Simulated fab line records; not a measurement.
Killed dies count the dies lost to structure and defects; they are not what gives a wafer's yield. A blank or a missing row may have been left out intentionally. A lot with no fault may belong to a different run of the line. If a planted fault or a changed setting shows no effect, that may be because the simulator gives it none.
fab line records -- flow n5-finfet
record: lots: 10, wafers: 30, last-day: 17
route steps=1938 shown BEOL_M3@979 MIM_TOP_LITHO@1850 MIM_TOP_ETCH@1852 MIM_BOT_ETCH@1868 PASSIVATION@1936
lots that met no fault: taken from a fault-free run of the same line
start-h: hours from the record's first day to the start of the lot's first wafer shown -- wait-h: hours from the lot's prior step to this one -- " repeats the value in the row above -- L1.1+2: several wafers, shown together as one row -- - no value present, or no start provided -- * or withheld: withheld -- < > ~ a bound
route shown NAME@n: names a module that has steps shown in the file, with the first one's number in the route -- usual: the fault-free wafers' mean and standard deviation -- same: alike in all rows -- chamber/n: place in a boat -- sites: per-site readings -- _std_site: standard deviation across them -- _edge_site: outer sites' mean less inner sites' -- radius-mm: how far each site lies from the wafer's centre -- mask NAME#n: copy n -- behind: the last tool/chamber to shape the wafer -- hold: cause of the lot's hold/its duration in hours/its outcome -- device: which transistor (n, p or np) failed to switch -- end of line: at the end of the route, the tests of the same wafers -- step lacking rows: just its recipe -- killed: count of dies lost to structure and defects at first sort (not the wafer's yield) -- map: a wafer's dies, x killed, . not, _ none there
set.NAME: the setting the step ran with; set.NAME@STEP: the setting that earlier step ran with -- model.NAME: the simulator's own value behind a step, which no gauge read
the route's steps for a sample of lots (tables are steps, rows are wafers)
services: the hour from which a tool's chamber was out of use, counted from the record's first day as start-h (under 0 if before that day), plus the number of hours and why
== steps ==
step: N5_BEOL_M3_STRIP_36
recipe: chemistry: N2/H2, power-w: 450, temp-c: 40, pressure-mtorr: 20, rf-frequency-hz: 6e+07, overash-fraction: 0.3, bias-power-w: 7, h2-frac: 0.5, n2-flow-sccm: 200, h2-flow-sccm: 200
usual: drypump-motor-current-A: 5.7/0.34, oes-product-au: 0.79/0.095, rf-vpp-V: 58.9/1.4, showerhead-plenum-p-Torr: 2.55/0.068, throttle-valve-pct: 23.52/0.22
lot.wafer,tool,chamber,start-h,wait-h,drypump-motor-current-A,oes-product-au,rf-hours-counter-h,rf-vpp-V,showerhead-plenum-p-Torr,throttle-valve-pct
L374.2,rie-diel-04,2,156.64,0.0,6.2,0.91,18,57.6,2.49,23.13
L374.4,rie-diel-04,3,156.64,0.0,6.0,0.69,243,59.9,2.61,23.91
L374.6,rie-diel-04,2,156.64,0.0,6.2,0.92,-,58.2,2.49,23.11
L375.2,rie-diel-05,0,175.86,0.0,5.4,0.91,20,60.0,2.70,23.48
L375.3,rie-diel-05,1,175.86,0.0,5.2,0.76,141,55.9,2.55,23.38
L375.5,rie-diel-05,3,175.86,0.0,5.6,0.68,-,55.7,2.51,23.47
L381.1,rie-diel-04,3,208.83,0.0,5.9,0.98,0,61.0,2.61,23.58
L381.3,rie-diel-04,2,208.83,0.0,6.2,0.88,34,55.9,2.49,23.15
L381.5,rie-diel-04,3,208.83,0.0,5.9,0.98,-,61.5,2.61,23.58
L382.1,rie-diel-04,1,213.58,0.0,6.3,0.68,236,57.5,2.60,23.67
L382.3,rie-diel-04,3,213.58,0.0,5.9,0.95,3,61.7,2.61,23.60
L382.4,rie-diel-04,2,213.58,0.0,6.2,0.87,-,58.8,2.49,23.14
L383.2,rie-diel-04,3,222.42,0.0,5.9,0.95,7,58.4,2.60,23.60
L383.4,rie-diel-04,1,222.42,0.0,6.3,0.69,-,59.9,2.59,23.68
L383.6,rie-diel-04,3,222.42,0.0,5.9,0.95,-,61.3,2.60,23.59
L387.2,rie-diel-01,0,240.21,0.0,5.3,0.80,78,58.0,2.55,23.47
L387.4,rie-diel-01,3,240.21,0.0,5.7,0.71,-,57.0,2.43,23.58
L387.5,rie-diel-01,0,240.21,0.0,5.3,0.79,-,56.5,2.55,23.45
L388.2,rie-diel-01,3,248.69,0.0,5.7,0.71,161,58.6,2.43,23.57
L388.3,rie-diel-01,0,248.69,0.0,5.3,0.79,82,56.7,2.55,23.44
L388.5,rie-diel-01,1,248.69,0.0,5.5,0.72,-,59.1,2.52,23.47
L391.1,rie-diel-05,3,262.73,0.0,5.6,0.67,235,58.2,2.50,23.49
L391.2,rie-diel-05,1,262.73,0.0,5.2,0.72,169,58.6,2.54,23.43
L391.3,rie-diel-05,2,262.73,0.0,5.9,0.71,237,57.6,2.50,23.57
L392.2,rie-diel-05,1,266.71,0.0,5.2,0.72,170,61.5,2.53,23.42
L392.3,rie-diel-05,0,266.71,0.0,5.4,0.85,48,57.5,2.69,23.51
L392.4,rie-diel-05,3,266.71,0.0,5.6,0.66,236,57.0,2.50,23.50
L396.2,rie-diel-01,0,287.54,0.0,5.3,0.78,-,57.9,2.54,23.52
L396.4,rie-diel-01,0,287.54,0.0,5.3,0.78,-,60.8,2.54,23.49
L396.5,rie-diel-01,0,287.54,0.0,5.3,0.80,-,58.2,2.54,23.48
step: N5_MIM_TOP_LITHO_DESCUM_10
recipe: chemistry: O2, time-s: 7.9, source-power-w: 50, bias-power-w: 20, pressure-mtorr: 20, rf-frequency-hz: 2.712e+07, temp-c: 40, o2-flow-sccm: 225
usual: drypump-motor-current-A: 5.7/0.5, oes-product-au: 0.77/0.045, rf-vpp-V: 243.0/1.2, showerhead-plenum-p-Torr: 2.09/0.063, throttle-valve-pct: 20.39/0.25
lot.wafer,tool,chamber,start-h,wait-h,drypump-motor-current-A,oes-product-au,rf-hours-counter-h,rf-vpp-V,showerhead-plenum-p-Torr,throttle-valve-pct
L374.2,rie-diel-06,3,269.52,0.2,6.6,0.75,120,243.8,2.11,20.67
L374.4,rie-diel-06,2,269.52,0.2,5.4,0.79,127,241.4,2.00,20.38
L374.6,rie-diel-06,3,269.52,0.2,6.6,0.77,-,242.1,2.11,20.67
L375.2,rie-diel-03,3,279.36,0.0,6.0,0.74,167,242.1,2.08,20.20
L375.3,rie-diel-03,0,279.36,0.0,5.5,0.80,106,245.6,2.20,20.02
L375.5,rie-diel-03,3,279.36,0.0,6.0,0.74,-,243.8,2.08,20.19
L381.1,rie-diel-02,3,314.60,0.7,5.4,0.74,192,244.9,2.18,20.66
L381.3,rie-diel-02,1,314.60,0.7,5.1,0.80,87,241.8,2.02,20.42
L381.5,rie-diel-02,1,314.60,0.7,5.1,0.79,-,242.3,2.02,20.43
L382.1,rie-diel-06,3,339.61,0.2,6.6,0.74,143,242.1,2.10,20.71
L382.3,rie-diel-06,2,339.61,0.2,5.4,0.75,149,242.2,2.00,20.40
L382.4,rie-diel-06,1,339.61,0.2,4.9,0.69,220,241.3,2.01,20.83
L383.2,rie-diel-02,3,346.50,0.0,5.4,0.73,202,242.9,2.18,20.66
L383.4,rie-diel-02,2,346.50,0.0,5.1,0.82,88,241.5,2.02,20.70
L383.6,rie-diel-02,1,346.50,0.0,5.0,0.79,-,241.1,2.02,20.46
L387.2,rie-diel-06,3,351.63,0.0,6.6,0.74,146,244.6,2.10,20.70
L387.4,rie-diel-06,1,351.63,0.0,4.8,0.69,224,241.0,2.01,20.83
L387.5,rie-diel-06,3,351.63,0.0,6.6,0.74,-,244.4,2.10,20.72
L388.2,rie-diel-03,2,351.81,0.0,5.6,0.79,90,242.8,2.11,20.10
L388.3,rie-diel-03,3,351.81,0.0,6.0,0.71,189,243.5,2.07,20.22
L388.5,rie-diel-03,2,351.81,0.0,5.6,0.80,-,244.6,2.11,20.12
L391.1,rie-diel-03,2,378.85,0.3,5.6,0.80,100,244.2,2.11,20.13
L391.2,rie-diel-03,1,378.85,0.3,6.1,0.81,111,243.0,2.11,20.29
L391.3,rie-diel-03,0,378.85,0.3,5.5,0.78,142,246.4,2.19,20.09
L392.2,rie-diel-03,2,391.07,0.0,5.6,0.78,106,244.1,2.11,20.12
L392.3,rie-diel-03,0,391.07,0.0,5.4,0.77,143,244.2,2.19,20.08
L392.4,rie-diel-03,3,391.07,0.0,6.0,0.70,205,242.3,2.06,20.24
L396.2,rie-diel-03,1,406.01,0.0,6.1,0.78,123,242.7,2.11,20.30
L396.4,rie-diel-03,3,406.01,0.0,6.0,0.69,210,243.7,2.06,20.25
L396.5,rie-diel-03,1,406.01,0.0,6.1,0.78,-,243.7,2.11,20.31
step: N5_MIM_TOP_ETCH_STRIP_01
recipe: chemistry: O2, power-w: 600, temp-c: 60, pressure-mtorr: 30, rf-frequency-hz: 6e+07, bias-power-w: 0, overash-fraction: 0.5, o2-flow-sccm: 225
usual: drypump-motor-current-A: 5.7/0.33, oes-product-au: 0.83/0.094, rf-vpp-V: 3.7/1.2, showerhead-plenum-p-Torr: 2.10/0.057, throttle-valve-pct: 16.53/0.15
lot.wafer,tool,chamber,start-h,wait-h,drypump-motor-current-A,oes-product-au,rf-hours-counter-h,rf-vpp-V,showerhead-plenum-p-Torr,throttle-valve-pct
L374.2,rie-diel-04,3,269.75,0.1,5.9,0.88,22,5.9,2.13,16.45
L374.4,rie-diel-04,2,269.75,0.1,6.2,0.85,56,3.7,2.06,16.22
L374.6,rie-diel-04,1,269.75,0.1,6.2,0.67,-,7.0,2.15,16.97
L375.2,rie-diel-01,0,279.62,0.1,5.3,0.79,94,2.1,2.11,16.66
L375.3,rie-diel-01,3,279.62,0.1,5.6,0.71,-,4.7,2.00,16.58
L375.5,rie-diel-01,0,279.62,0.1,5.3,0.78,-,5.2,2.11,16.61
L381.1,rie-diel-04,3,314.82,0.1,5.9,0.87,37,4.8,2.12,16.46
L381.3,rie-diel-04,2,314.82,0.1,6.2,0.79,74,4.5,2.05,16.24
L381.5,rie-diel-04,0,314.82,0.1,5.7,0.90,-,2.1,2.14,16.45
L382.1,rie-diel-01,0,339.86,0.1,5.3,0.76,117,2.3,2.10,16.68
L382.3,rie-diel-01,1,339.86,0.1,5.5,0.69,224,3.7,2.08,16.81
L382.4,rie-diel-01,2,339.86,0.1,5.4,0.91,17,4.1,2.06,16.73
L383.2,rie-diel-04,2,346.73,0.1,6.2,0.80,83,4.7,2.05,16.26
L383.4,rie-diel-04,1,346.73,0.1,6.3,0.95,20,4.0,2.14,16.49
L383.6,rie-diel-04,2,346.73,0.1,6.2,0.81,-,3.8,2.05,16.27
L387.2,rie-diel-05,1,351.86,0.1,5.2,0.71,195,3.5,2.09,16.60
L387.4,rie-diel-05,2,351.86,0.1,5.9,0.97,-,4.5,2.07,16.39
L387.5,rie-diel-05,0,351.86,0.1,5.4,0.85,-,3.6,2.22,16.66
L388.2,rie-diel-04,2,352.04,0.1,6.2,0.80,85,3.3,2.05,16.31
L388.3,rie-diel-04,1,352.04,0.1,6.3,0.92,22,5.2,2.14,16.53
L388.5,rie-diel-04,3,352.04,0.1,5.9,0.87,-,3.5,2.12,16.45
L391.1,rie-diel-01,0,379.09,0.1,5.3,0.75,128,3.4,2.10,16.71
L391.2,rie-diel-01,2,379.09,0.1,5.4,0.88,29,4.3,2.05,16.76
L391.3,rie-diel-01,1,379.09,0.1,5.5,0.69,237,4.0,2.07,16.80
L392.2,rie-diel-05,2,391.30,0.1,5.8,0.90,14,5.8,2.06,16.41
L392.3,rie-diel-05,3,391.30,0.1,5.6,0.95,8,3.8,2.07,16.42
L392.4,rie-diel-05,0,391.30,0.1,5.4,0.83,83,3.6,2.22,16.69
L396.2,rie-diel-05,0,406.23,0.1,5.4,0.80,87,2.7,2.22,16.65
L396.4,rie-diel-05,1,406.23,0.1,5.2,0.69,212,3.4,2.09,16.55
L396.5,rie-diel-05,3,406.23,0.1,5.6,0.95,-,4.0,2.07,16.42
step: N5_MIM_BOT_ETCH_ETCH_00
recipe: chemistry: Cl2/BCl3, target: TiN, target-depth-a: 455, ion-energy-ev: 150, pressure-mtorr: 10, icp-w: 1000, bias-w: 126, Cl2_flow_sccm: 53.25, bcl3-flow-sccm: 21.75, Ar_flow_sccm: 25
usual: drypump-motor-current-A: 5.6/0.58, oes-product-au: 0.78/0.099, throttle-valve-pct: 21.89/0.19
lot.wafer,tool,chamber,start-h,wait-h,drypump-motor-current-A,oes-product-au,rf-hours-counter-h,throttle-valve-pct
L374.2,rie-metal-01,0,270.66,0.1,6.2,0.85,16,21.88
L374.4,rie-metal-01,1,270.66,0.1,5.8,0.65,-,22.17
L374.6,rie-metal-01,1,270.66,0.1,5.8,0.64,-,22.18
L375.2,rie-metal-03,0,280.52,0.1,4.6,0.77,45,22.08
L375.3,rie-metal-03,0,280.52,0.1,4.6,0.77,-,22.08
L375.5,rie-metal-03,0,280.52,0.1,4.6,0.76,-,22.08
L381.1,rie-metal-03,1,315.57,0.1,5.9,0.68,90,21.63
L381.3,rie-metal-03,1,315.57,0.1,5.9,0.67,-,21.64
L381.5,rie-metal-03,0,315.57,0.1,4.6,0.76,-,22.10
L382.1,rie-metal-02,1,340.76,0.1,5.5,0.86,19,21.93
L382.3,rie-metal-02,0,340.76,0.1,6.1,0.69,-,22.07
L382.4,rie-metal-02,1,340.76,0.1,5.6,0.86,-,21.95
L383.2,rie-metal-01,0,347.62,0.1,6.2,0.82,24,21.91
L383.4,rie-metal-01,1,347.62,0.1,5.8,0.98,-,21.64
L383.6,rie-metal-01,0,347.62,0.1,6.2,0.82,-,21.88
L387.2,rie-metal-01,0,352.73,0.1,6.1,0.81,25,21.90
L387.4,rie-metal-01,0,352.73,0.1,6.1,0.82,-,21.89
L387.5,rie-metal-01,1,352.73,0.1,5.8,0.97,-,21.65
L388.2,rie-metal-03,1,352.79,0.1,5.9,0.67,94,21.64
L388.3,rie-metal-03,1,352.79,0.1,5.9,0.67,-,21.61
L388.5,rie-metal-03,1,352.79,0.1,5.9,0.68,-,21.65
L391.1,rie-metal-02,0,379.85,0.1,6.1,0.70,76,22.07
L391.2,rie-metal-02,1,379.85,0.1,5.6,0.85,23,21.94
L391.3,rie-metal-02,1,379.85,0.1,5.6,0.85,-,21.92
L392.2,rie-metal-03,0,392.28,0.1,4.6,0.74,55,22.11
L392.3,rie-metal-03,1,392.28,0.1,5.9,0.67,-,21.63
L392.4,rie-metal-03,0,392.28,0.1,4.6,0.74,-,22.09
L396.2,rie-metal-01,1,407.12,0.1,5.8,0.94,8,21.65
L396.4,rie-metal-01,1,407.12,0.1,5.8,0.95,-,21.64
L396.5,rie-metal-01,0,407.12,0.1,6.1,0.80,-,21.89
step: N5_PASSIVATION_PROBE_49
usual: defect-limited-yield: 91.0/1.5, killed_at_M0_to_M3: 33/9.4, killed_at_M4_up: 14/4.8, killed-at-contacts: 13/7.3, killed-at-front-end: 43/13, killed-at-other: 3.6/2.9, killed-dies: 106/18, killed-on-rim: 14/4.2, killed-open: 69/13, killed-short: 35/8.2, sort_bin_5_function: 5.3/1, sort_bin_6_memory: 3.3/0.68, sort_bin_8_speed: 0.01/0.027, sort-n-pass: 1074/18, sort-yield-pct: 91.0/1.5
same: gross-dies: 1180, killed-at-back-side: 0, sort_bin_4_leakage[%]: 0
lot.wafer,tool,chamber,start-h,wait-h,defect-limited-yield[%],killed_at_M0_to_M3,killed_at_M4_up,killed-at-contacts,killed-at-front-end,killed-at-other,killed-dies,killed-on-rim,killed-open,killed-short,sort_bin_5_function[%],sort_bin_6_memory[%],sort_bin_8_speed[%],sort-n-pass,sort-yield-pct[%]
L381.1,prober-01,-,325.56,0.0,84.2,109,16,16,42,3,186,28,71,42,8.9,3.7,0,994,84.2
L381.3,prober-01,-,325.66,0.1,78.7,183,13,7,43,5,251,19,63,34,12.5,5.3,0,929,78.7
L381.5,prober-01,-,325.76,0.2,88.1,87,12,7,30,5,141,27,40,31,6.8,3.1,0,1039,88.1
L382.1,prober-01,-,350.89,0.0,80.0,173,12,16,34,1,236,35,62,25,13.5,3.6,0,944,80.0
L382.3,prober-01,-,350.99,0.1,70.3,290,5,7,49,0,351,98,65,31,23.8,4.0,0,829,70.3
L382.4,prober-01,-,351.04,0.2,74.9,195,12,5,80,4,296,17,82,53,15.1,5.3,0,884,74.9
L383.2,prober-02,-,356.60,0.1,85.7,94,16,21,36,2,169,26,75,26,8.8,3.3,0,1011,85.7
L383.4,prober-02,-,356.70,0.2,82.9,153,13,4,30,2,202,27,56,11,10.8,3.1,0,978,82.9
L383.6,prober-02,-,356.80,0.3,85.6,104,12,13,39,2,170,30,75,27,7.9,4.1,0,1010,85.6
killed by level:class
L381.1 BEOL_M3:unspecified=72 BEOL_M2:geometric-particle:open=20 FIN_SAQP:geometric-particle:short=11 STI_FIN_REVEAL:geometric-particle:open=9 MOL_CONTACT_COAG:geometric-particle:open=9 BEOL_M4:geometric-particle:open=8 MOL_CONTACT_COAG:geometric-particle:short=7 FIN_SAQP:geometric-particle:open=6
L381.3 BEOL_M3:unspecified=154 STI_FIN_REVEAL:geometric-particle:open=10 FIN_SAQP:geometric-particle:short=9 DUMMY_GATE:geometric-particle:open=7 BEOL_M4:geometric-particle:open=7 BEOL_M3:geometric-particle:open=6 MOL_CONTACT_COAG:geometric-particle:open=6 BEOL_M0_SAQP:geometric-particle:short=6
L381.5 BEOL_M3:unspecified=70 FIN_SAQP:geometric-particle:short=9 BEOL_M4:geometric-particle:open=6 GATE_CUT:geometric-particle:short=6 BEOL_M2:geometric-particle:open=6 STI_FIN_REVEAL:geometric-particle:open=5 MOL_CONTACT_COAG:geometric-particle:short=4 FIN_SAQP:geometric-particle:open=3
L382.1 BEOL_M3:unspecified=139 MOL_CONTACT_COAG:geometric-particle:open=11 BEOL_M2:area-open=10 STI_FIN_REVEAL:geometric-particle:open=9 FIN_SAQP:geometric-particle:open=8 MOL_CONTACT_COAG:geometric-particle:short=5 BEOL_M5:geometric-particle:open=5 FIN_SAQP:geometric-particle:short=4
L382.3 BEOL_M2:area-open=178 BEOL_M3:unspecified=75 FIN_SAQP:geometric-particle:open=14 FIN_SAQP:geometric-particle:short=10 BEOL_M0_SAQP:geometric-particle:short=9 BEOL_M2:geometric-particle:open=9 BEOL_M0_SAQP:geometric-particle:open=7 MOL_CONTACT_COAG:geometric-particle:open=6
L382.4 BEOL_M3:unspecified=143 FIN_SAQP:geometric-particle:open=29 FIN_SAQP:geometric-particle:short=21 BEOL_M2:geometric-particle:open=15 BEOL_M2:area-open=14 BEOL_M0_SAQP:geometric-particle:open=7 BEOL_M4:geometric-particle:open=5 STARTING-WAFER:geometric-particle:open=5
L383.2 BEOL_M3:unspecified=65 MOL_CONTACT_COAG:geometric-particle:open=17 FIN_SAQP:geometric-particle:open=16 BEOL_M0_SAQP:geometric-particle:open=7 BEOL_M2:geometric-particle:open=7 DUMMY_GATE:geometric-particle:open=5 BEOL_M0_SAQP:geometric-particle:short=5 MOL_CONTACT_COAG:geometric-particle:short=4
L383.4 BEOL_M3:unspecified=134 FIN_SAQP:geometric-particle:open=7 BEOL_M3:geometric-particle:open=7 BEOL_M2:geometric-particle:open=6 BEOL_M4:geometric-particle:open=5 STI_FIN_REVEAL:geometric-particle:open=4 ILD0:geometric-particle:open=4 DUMMY_GATE:geometric-particle:open=3
L383.6 BEOL_M3:unspecified=68 BEOL_M2:geometric-particle:open=13 MOL_CONTACT_COAG:geometric-particle:open=11 FIN_SAQP:geometric-particle:open=9 BEOL_M0_SAQP:geometric-particle:open=8 DUMMY_GATE:geometric-particle:open=6 ILD0:geometric-particle:open=5 BEOL_M1:geometric-particle:short=5
== services ==
tool,chamber,start-h,hours,kind
rie-diel-05,1,141.67,9.0,repair
rie-diel-06,0,162.38,3.7,repair
rie-diel-05,3,190.29,7.9,repair
rie-diel-01,1,194.00,11.3,repair
rie-metal-01,-,195.05,14.6,pm
rie-diel-01,0,197.51,3.7,repair
rie-metal-01,-,210.27,0.7,repair
rie-diel-01,3,226.04,5.8,repair
rie-diel-01,2,236.17,32.3,repair
rie-diel-01,-,236.82,0.8,repair
rie-diel-06,3,237.05,5.0,repair
rie-metal-01,1,246.97,16.4,repair
rie-diel-04,1,253.83,13.9,repair
rie-metal-03,-,264.13,0.5,repair
rie-diel-01,1,279.30,8.4,repair
rie-diel-01,3,286.15,4.1,repair
rie-diel-04,3,287.19,4.6,repair
rie-diel-05,-,295.90,14.6,pm
rie-metal-01,-,296.25,0.1,repair
rie-metal-03,1,300.85,7.4,repair
rie-diel-03,3,307.60,7.1,repair
rie-diel-06,2,362.62,4.0,repair
rie-diel-03,0,379.04,8.9,repair
rie-diel-04,-,382.56,2.8,pm
== key ==
first-sign: step: N5_PASSIVATION_PROBE_49, reading: killed_at_M0_to_M3, direction: up, sigmas: 13, usual: 33, struck: 154
effect: step: N5_PASSIVATION_PROBE_49, reading: killed-dies, direction: up, sigmas: 6.4, usual: 106, struck: 222
more-kills-born-at: N5_BEOL_M3_STRIP_36@rie-diel-04: 920
met-at N5_BEOL_M3_STRIP_36
struck-lots L381,L382,L383
not-acting-at N5_MIM_TOP_LITHO_DESCUM_10,N5_MIM_TOP_ETCH_STRIP_01,N5_MIM_BOT_ETCH_ETCH_00
onset-between 156.64 208.83
earlier-fault: kind: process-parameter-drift, tool: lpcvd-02, chamber: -, onset-h: 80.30, steps: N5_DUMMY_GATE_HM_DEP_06, channel: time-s, offset: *, shape: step, acts-in: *, stated: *
earlier-fault: kind: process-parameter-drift, tool: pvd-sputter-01, chamber: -, onset-h: 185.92, steps: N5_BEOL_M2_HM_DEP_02, channel: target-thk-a, offset: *, shape: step, acts-in: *, stated: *
fault: kind: chamber-particle-source, tool: rie-diel-04, chamber: -, onset-h: 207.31, steps: N5_BEOL_M3_STRIP_36, rate-per-visit-cm2: 1.4086, until-the-next-wet-clean: True
